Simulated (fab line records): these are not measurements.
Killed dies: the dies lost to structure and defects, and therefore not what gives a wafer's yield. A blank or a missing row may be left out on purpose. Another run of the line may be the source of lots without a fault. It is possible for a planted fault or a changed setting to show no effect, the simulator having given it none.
Which tool was responsible? / flow nand harc / 12 lots, 36 wafers sampled, at 6 steps of a route of 1159

## WHAT EACH GAUGE READ, for each wafer
NHARC_P_M0_INSPECT_27.
lot=L075; measured=day 6 10:57; on=defect inspect-02; raw defect count=690 330 339
lot=L077; measured=day 6 20:35; on=defect inspect-01; raw defect count=129 131 140
lot=L079; measured=day 7 14:59; on=defect inspect-01; raw defect count=851 258 402
lot=L081; measured=day 7 13:27; on=defect inspect-01; raw defect count=539 479 549
lot=L083; measured=day 8 00:59; on=defect inspect-02; raw defect count=210 950 591
lot=L086; measured=day 9 04:00; on=defect inspect-02; raw defect count=448 335 479
lot=L087; measured=day 9 03:01; on=defect inspect-02; raw defect count=273 228 252
lot=L089; measured=day 10 08:23; on=defect inspect-01; raw defect count=294 331 240
lot=L091; measured=day 10 09:22; on=defect inspect-02; raw defect count=202 384 223
lot=L094; measured=day 10 17:20; on=defect inspect-02; raw defect count=225 264 249
lot=L095; measured=day 11 08:33; on=defect inspect-01; raw defect count=437 288 313
lot=L097; measured=day 11 17:39; on=defect inspect-02; raw defect count=353 379 383

## EACH LOT AND THE TOOL THAT RAN IT (in order: tool; ch and the chambers of the sampled wafers; start)
lot=L075; NHARC_P_STI_ETCH_31=rie diel-12 ch 0,2,3, day 5 02:00 or earlier; NHARC_P_GATE_DESCUM_31=rie diel-10 ch 0,1,2, day 5 02:00; NHARC_P_GATE_ETCH_104=rie diel-10 ch 0,1,3, day 5 02:06; NHARC_P_GATE_STRIP_75=plasma asher-02 ch 0,1, day 5 16:34; NHARC_P_GATE_STRIP_76=plasma asher-02 ch 0,1, day 5 18:20
lot=L077; NHARC_P_STI_ETCH_31=rie diel-03 ch 0,1, day 5 11:09 or earlier; NHARC_P_GATE_DESCUM_31=rie diel-10 ch 1,2, day 5 11:09; NHARC_P_GATE_ETCH_104=rie diel-10 ch 0,1,2, day 5 11:14; NHARC_P_GATE_STRIP_75=plasma asher-02 ch 0,1, day 5 23:48; NHARC_P_GATE_STRIP_76=plasma asher-02 ch 1, day 6 01:31
lot=L079; NHARC_P_STI_ETCH_31=rie diel-12 ch 1,3, day 6 08:23 or earlier; NHARC_P_GATE_DESCUM_31=rie diel-11 ch 0,2, day 6 08:23; NHARC_P_GATE_ETCH_104=rie diel-11 ch 0,3, day 6 08:29; NHARC_P_GATE_STRIP_75=plasma asher-01 ch 0,1, day 6 23:17; NHARC_P_GATE_STRIP_76=plasma asher-01 ch 0,1, day 7 01:09
lot=L081; NHARC_P_STI_ETCH_31=rie diel-12 ch 0,3, day 6 07:58 or earlier; NHARC_P_GATE_DESCUM_31=rie diel-10 ch 0,1,2, day 6 07:58; NHARC_P_GATE_ETCH_104=rie diel-10 ch 1,2,3, day 6 08:02; NHARC_P_GATE_STRIP_75=plasma asher-02 ch 0,1, day 6 20:38; NHARC_P_GATE_STRIP_76=plasma asher-01 ch 0,1, day 6 22:28
lot=L083; NHARC_P_STI_ETCH_31=rie diel-06 ch 0,1, day 6 22:02 or earlier; NHARC_P_GATE_DESCUM_31=rie diel-10 ch 0,2, day 6 22:02; NHARC_P_GATE_ETCH_104=rie diel-10 ch 0,1,2, day 6 22:07; NHARC_P_GATE_STRIP_75=plasma asher-02 ch 0,1, day 7 10:53; NHARC_P_GATE_STRIP_76=plasma asher-02 ch 0,1, day 7 12:31
lot=L086; NHARC_P_STI_ETCH_31=rie diel-06 ch 0,1,3, day 7 23:15 or earlier; NHARC_P_GATE_DESCUM_31=rie diel-09 ch 0,1,2, day 7 23:15; NHARC_P_GATE_ETCH_104=rie diel-09 ch 0,1,3, day 7 23:20; NHARC_P_GATE_STRIP_75=plasma asher-01 ch 0,1, day 8 12:29; NHARC_P_GATE_STRIP_76=plasma asher-02 ch 0,1, day 8 14:17
lot=L087; NHARC_P_STI_ETCH_31=rie diel-12 ch 0,1,2, day 7 23:04 or earlier; NHARC_P_GATE_DESCUM_31=rie diel-10 ch 1,2,3, day 7 23:04; NHARC_P_GATE_ETCH_104=rie diel-10 ch 1,2,3, day 7 23:09; NHARC_P_GATE_STRIP_75=plasma asher-02 ch 0,1, day 8 11:58; NHARC_P_GATE_STRIP_76=plasma asher-02 ch 0,1, day 8 13:45
lot=L089; NHARC_P_STI_ETCH_31=rie diel-03 ch 2,3, day 8 16:01 or earlier; NHARC_P_GATE_DESCUM_31=rie diel-11 ch 0,2, day 8 16:01; NHARC_P_GATE_ETCH_104=rie diel-11 ch 0,2, day 8 16:07; NHARC_P_GATE_STRIP_75=plasma asher-01 ch 0,1, day 9 04:54; NHARC_P_GATE_STRIP_76=plasma asher-02 ch 0,1, day 9 06:38
lot=L091; NHARC_P_STI_ETCH_31=rie diel-06 ch 0,1, day 9 00:26 or earlier; NHARC_P_GATE_DESCUM_31=rie diel-09 ch 0,3, day 9 00:26; NHARC_P_GATE_ETCH_104=rie diel-09 ch 0,3, day 9 00:32; NHARC_P_GATE_STRIP_75=plasma asher-01 ch 1, day 9 13:49; NHARC_P_GATE_STRIP_76=plasma asher-02 ch 0,1, day 9 15:40
lot=L094; NHARC_P_STI_ETCH_31=rie diel-03 ch 1,2,3, day 9 07:10 or earlier; NHARC_P_GATE_DESCUM_31=rie diel-09 ch 0,1,3, day 9 07:10; NHARC_P_GATE_ETCH_104=rie diel-09 ch 0,1,2, day 9 07:14; NHARC_P_GATE_STRIP_75=plasma asher-01 ch 0,1, day 9 20:07; NHARC_P_GATE_STRIP_76=plasma asher-02 ch 0,1, day 9 21:55
lot=L095; NHARC_P_STI_ETCH_31=rie diel-06 ch 0,1,2, day 10 01:16 or earlier; NHARC_P_GATE_DESCUM_31=rie diel-11 ch 1,2, day 10 01:16; NHARC_P_GATE_ETCH_104=rie diel-11 ch 0,2, day 10 01:22; NHARC_P_GATE_STRIP_75=plasma asher-02 ch 0,1, day 10 14:03; NHARC_P_GATE_STRIP_76=plasma asher-02 ch 0,1, day 10 15:42
lot=L097; NHARC_P_STI_ETCH_31=rie diel-06 ch 0,3, day 10 12:23 or earlier; NHARC_P_GATE_DESCUM_31=rie diel-11 ch 1,2, day 10 12:23; NHARC_P_GATE_ETCH_104=rie diel-11 ch 1,2,3, day 10 12:29; NHARC_P_GATE_STRIP_75=plasma asher-02 ch 0,1, day 11 03:11; NHARC_P_GATE_STRIP_76=plasma asher-02 ch 0,1, day 11 04:47
- NHARC_P_STI_ETCH_31: etches the open film in CF4/CHF3, target depth 108.9 nm, time 54.5 s.
- NHARC_P_GATE_DESCUM_31: chemistry O2, time 3 s.
- NHARC_P_GATE_ETCH_104: etches the open film in CF4/CHF3, target depth 60 nm.
- NHARC_P_GATE_STRIP_75: strips in O2.
- NHARC_P_GATE_STRIP_76: strips in O2.

## THE ANSWER, worked out from the rows above alone
Rule: the usual values come from the lots themselves. Put in order of their means at a reading, lots are off if they are a third of the lots or fewer, leave a main group of 4 or more, and stand apart from it by a gap of 3 or more times the standard deviation of the main group's means; of several such gaps the widest counts. A main group is skipped when, at the precision printed for the reading in the tables above, its means are all equal. Also off: a lot with no number at a reading for which 4 or more lots have one. Where the step has rows for the other lots, those lots are counted as sound.
Nothing can be told from this: no lot is off at any reading shown.

## WHAT THE SIMULATOR HAD INSERTED
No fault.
